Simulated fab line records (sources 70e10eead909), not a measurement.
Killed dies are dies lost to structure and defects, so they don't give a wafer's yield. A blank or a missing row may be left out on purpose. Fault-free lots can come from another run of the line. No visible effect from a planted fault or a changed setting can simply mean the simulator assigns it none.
The tool behind it: which one? :: flow nand harc :: Sampling: 14 lots, 42 wafers, 5 of 1302 route steps

== WHAT THE GAUGES READ, wafer by wafer ==
NHARC_HYBRID_BOND_INSPECT_06: inspects for defects (ir void).
lot: L672
measured: day 24 07:38
on: defect inspect-02
raw defect count: 127 126 119

lot: L673
measured: day 24 07:40
on: defect inspect-02
raw defect count: 60 65 61

lot: L674
measured: day 24 20:55
on: defect inspect-01
raw defect count: 66 63 61

lot: L675
measured: day 26 05:56
on: defect inspect-02
raw defect count: 146 171 163

lot: L676
measured: day 26 15:00
on: defect inspect-01
raw defect count: 27 33 22

lot: L677
measured: day 26 22:49
on: defect inspect-02
raw defect count: 35 31 34

lot: L679
measured: day 26 22:49
on: defect inspect-01
raw defect count: 123 137 123

lot: L680
measured: day 27 20:09
on: defect inspect-01
raw defect count: 80 73 78

lot: L681
measured: day 28 03:19
on: defect inspect-01
raw defect count: 159 144 125

lot: L682
measured: day 28 03:19
on: defect inspect-02
raw defect count: 24

lot: L683
measured: day 27 20:08
on: defect inspect-02
raw defect count: 128 121

lot: L684
measured: day 29 08:50
on: defect inspect-02
raw defect count: 67 78

lot: L692
measured: day 32 09:50
on: defect inspect-01
raw defect count: 124 120 119

lot: L693
measured: day 33 00:38
on: defect inspect-01
raw defect count: 101 79 87

NHARC_END_SORT_01.
lot: L682
measured: day 28 22:01
on: prober-01
killed at array: 17 19 21
killed at other: 1 0 0
killed at periphery: 659 658 6
killed dies: 677 677 27
killed open: 1 2 2
killed short: 1 2 4

lot: L683
measured: day 28 14:14
on: prober-02
killed at array: 66 74 54
killed at other: 1 2 2
killed at periphery: 610 1 3
killed dies: 677 77 59
killed open: 3 3 3
killed short: 6 3 3

lot: L684
measured: day 30 04:52
on: prober-01
killed at array: 48 40 53
killed at other: 2 1 0
killed at periphery: 627 2 3
killed dies: 677 43 56
killed open: 4 2 4
killed short: 2 3 3

== TOOL THAT RAN EACH LOT (tool first, then ch and the chambers of the sampled wafers, then the start) ==
lot: L672
NHARC_P_STI_HDPCVD_20: hdpcvd-01 ch 0, day 3 16:30
NHARC_THIN_TSV_CMP_01: cmp-01 ch 1,2,3, day 24 09:04
NHARC_THIN_TSV_ETCH_15: rie si-03 ch 2,3, day 24 11:09

lot: L673
NHARC_P_STI_HDPCVD_20: hdpcvd-01 ch 0,1, day 4 03:56
NHARC_THIN_TSV_CMP_01: cmp-01 ch 0,2,3, day 24 11:29
NHARC_THIN_TSV_ETCH_15: rie si-03 ch 1,2,3, day 24 13:31

lot: L674
NHARC_P_STI_HDPCVD_20: hdpcvd-01 ch 0,1, day 4 11:44
NHARC_THIN_TSV_CMP_01: cmp-02 ch 0,1,3, day 24 22:18
NHARC_THIN_TSV_ETCH_15: rie si-02 ch 0,1,2, day 25 00:17

lot: L675
NHARC_P_STI_HDPCVD_20: hdpcvd-01 ch 1, day 5 04:43
NHARC_THIN_TSV_CMP_01: cmp-01 ch 0,1,2, day 26 07:22
NHARC_THIN_TSV_ETCH_15: rie si-02 ch 0,1,3, day 26 09:28

lot: L676
NHARC_P_STI_HDPCVD_20: hdpcvd-01 ch 0,1, day 5 09:05
NHARC_THIN_TSV_CMP_01: cmp-03 ch 0,1,2, day 26 16:26
NHARC_THIN_TSV_ETCH_15: rie si-06 ch 0,1,3, day 26 18:31

lot: L677
NHARC_P_STI_HDPCVD_20: hdpcvd-01 ch 0,1, day 5 22:34
NHARC_THIN_TSV_CMP_01: cmp-03 ch 0,3, day 27 00:12
NHARC_THIN_TSV_ETCH_15: rie si-03 ch 0,2, day 27 02:28

lot: L679
NHARC_P_STI_HDPCVD_20: hdpcvd-01 ch 0,1, day 6 16:47
NHARC_THIN_TSV_CMP_01: cmp-03 ch 0,3, day 27 01:23
NHARC_THIN_TSV_ETCH_15: rie si-02 ch 0,1,2, day 27 03:23

lot: L680
NHARC_P_STI_HDPCVD_20: hdpcvd-01 ch 0,1, day 7 01:17
NHARC_THIN_TSV_CMP_01: cmp-01 ch 0,2, day 27 22:44
NHARC_THIN_TSV_ETCH_15: rie si-02 ch 1,2,3, day 28 00:52

lot: L681
NHARC_P_STI_HDPCVD_20: hdpcvd-01 ch 0,1, day 7 15:28
NHARC_THIN_TSV_CMP_01: cmp-01 ch 2,3, day 28 04:42
NHARC_THIN_TSV_ETCH_15: rie si-03 ch 0,3, day 28 06:50

lot: L682
NHARC_P_STI_HDPCVD_20: hdpcvd-01 ch 0, day 7 21:16
NHARC_THIN_TSV_CMP_01: cmp-02 ch 0, day 28 05:59
NHARC_THIN_TSV_ETCH_15: rie si-02 ch 0, day 28 08:33

lot: L683
NHARC_P_STI_HDPCVD_20: hdpcvd-01 ch 0,1, day 8 04:27
NHARC_THIN_TSV_CMP_01: cmp-02 ch 1,3, day 27 21:33
NHARC_THIN_TSV_ETCH_15: rie si-06 ch 0,1, day 27 23:40

lot: L684
NHARC_P_STI_HDPCVD_20: hdpcvd-01 ch 0,1, day 8 15:41
NHARC_THIN_TSV_CMP_01: cmp-01 ch 0,1, day 29 10:17
NHARC_THIN_TSV_ETCH_15: rie si-06 ch 2,3, day 29 12:19

lot: L692
NHARC_P_STI_HDPCVD_20: hdpcvd-01 ch 0,1, day 11 22:26
NHARC_THIN_TSV_CMP_01: cmp-02 ch 0,1,3, day 32 12:24
NHARC_THIN_TSV_ETCH_15: rie si-06 ch 0,3, day 32 14:32

lot: L693
NHARC_P_STI_HDPCVD_20: hdpcvd-01 ch 0,1, day 12 11:12
NHARC_THIN_TSV_CMP_01: cmp-01 ch 0,1,3, day 33 02:03
NHARC_THIN_TSV_ETCH_15: rie si-06 ch 1,2, day 33 04:08
- NHARC_P_STI_HDPCVD_20: deposits SiO2.
- NHARC_THIN_TSV_CMP_01: polishes.
- NHARC_THIN_TSV_ETCH_15: target depth 3000 nm, bosch target overetch cycles 2, bosch etch step 2.8 s.

== AS READ BY THE TOOLS THEMSELVES (means over the sampled wafers that have a number; for cases with no such wafer, the mark the record gives instead) ==
NHARC_THIN_TSV_CMP_01.
lot: L672
tool: cmp-01
motor current A (A): 13.1

lot: L673
tool: cmp-01
motor current A (A): 12.9

lot: L674
tool: cmp-02
motor current A (A): 12.3

lot: L675
tool: cmp-01
motor current A (A): 12.4

lot: L676
tool: cmp-03
motor current A (A): 12.7

lot: L677
tool: cmp-03
motor current A (A): 12.2

lot: L679
tool: cmp-03
motor current A (A): 12.0

lot: L680
tool: cmp-01
motor current A (A): 11.8

lot: L681
tool: cmp-01
motor current A (A): 13.9

lot: L682
tool: cmp-02
motor current A (A): 12.8

lot: L683
tool: cmp-02
motor current A (A): 11.9

lot: L684
tool: cmp-01
motor current A (A): 11.9

lot: L692
tool: cmp-02
motor current A (A): 12.4

lot: L693
tool: cmp-01
motor current A (A): 12.7

NHARC_THIN_TSV_ETCH_15.
lot: L672
tool: rie si-03
drypump motor current A (A): 6.3
he backside leak sccm (sccm): 3.1

lot: L673
tool: rie si-03
drypump motor current A (A): 6.4
he backside leak sccm (sccm): 2.9

lot: L674
tool: rie si-02
drypump motor current A (A): 5.7
he backside leak sccm (sccm): 2.5

lot: L675
tool: rie si-02
drypump motor current A (A): 6.1
he backside leak sccm (sccm): 2.6

lot: L676
tool: rie si-06
drypump motor current A (A): 5.5
he backside leak sccm (sccm): 2.5

lot: L677
tool: rie si-03
drypump motor current A (A): 5.6
he backside leak sccm (sccm): 2.9

lot: L679
tool: rie si-02
drypump motor current A (A): 5.7
he backside leak sccm (sccm): 2.5

lot: L680
tool: rie si-02
drypump motor current A (A): 5.8
he backside leak sccm (sccm): 2.6

lot: L681
tool: rie si-03
drypump motor current A (A): 5.7
he backside leak sccm (sccm): 2.8

lot: L682
tool: rie si-02
drypump motor current A (A): 6.0
he backside leak sccm (sccm): 2.5

lot: L683
tool: rie si-06
drypump motor current A (A): 5.4
he backside leak sccm (sccm): 2.6

lot: L684
tool: rie si-06
drypump motor current A (A): 5.9
he backside leak sccm (sccm): 2.8

lot: L692
tool: rie si-06
drypump motor current A (A): 5.6
he backside leak sccm (sccm): 2.6

lot: L693
tool: rie si-06
drypump motor current A (A): 5.7
he backside leak sccm (sccm): 2.5

== THE ANSWER, worked out from the rows above alone ==
Rule: the lots themselves supply what counts as usual. Put in order of their means at a reading, lots are off if they are a third of the lots or fewer, leave a main group of 4 or more, and stand apart from it by a gap of 3 or more times the standard deviation of the main group's means; of several such gaps the widest counts. If all means in a main group match to the digits the tables above print for the reading, that group is not used. A lot without any number at a reading at which 4 lots or more have one is off too. Any other lot the step has rows for is counted as sound. Order of review: gauges by route order, followed by the tools' own readings, for which a lot's mean as printed above is used. At the first step where some lot is off, the reading lying furthest off is the one used; lots without a number count as furthest.
None of the lots is off at any reading shown; this tells nothing.

== WHAT HAD BEEN PUT IN BY THE SIMULATOR ==
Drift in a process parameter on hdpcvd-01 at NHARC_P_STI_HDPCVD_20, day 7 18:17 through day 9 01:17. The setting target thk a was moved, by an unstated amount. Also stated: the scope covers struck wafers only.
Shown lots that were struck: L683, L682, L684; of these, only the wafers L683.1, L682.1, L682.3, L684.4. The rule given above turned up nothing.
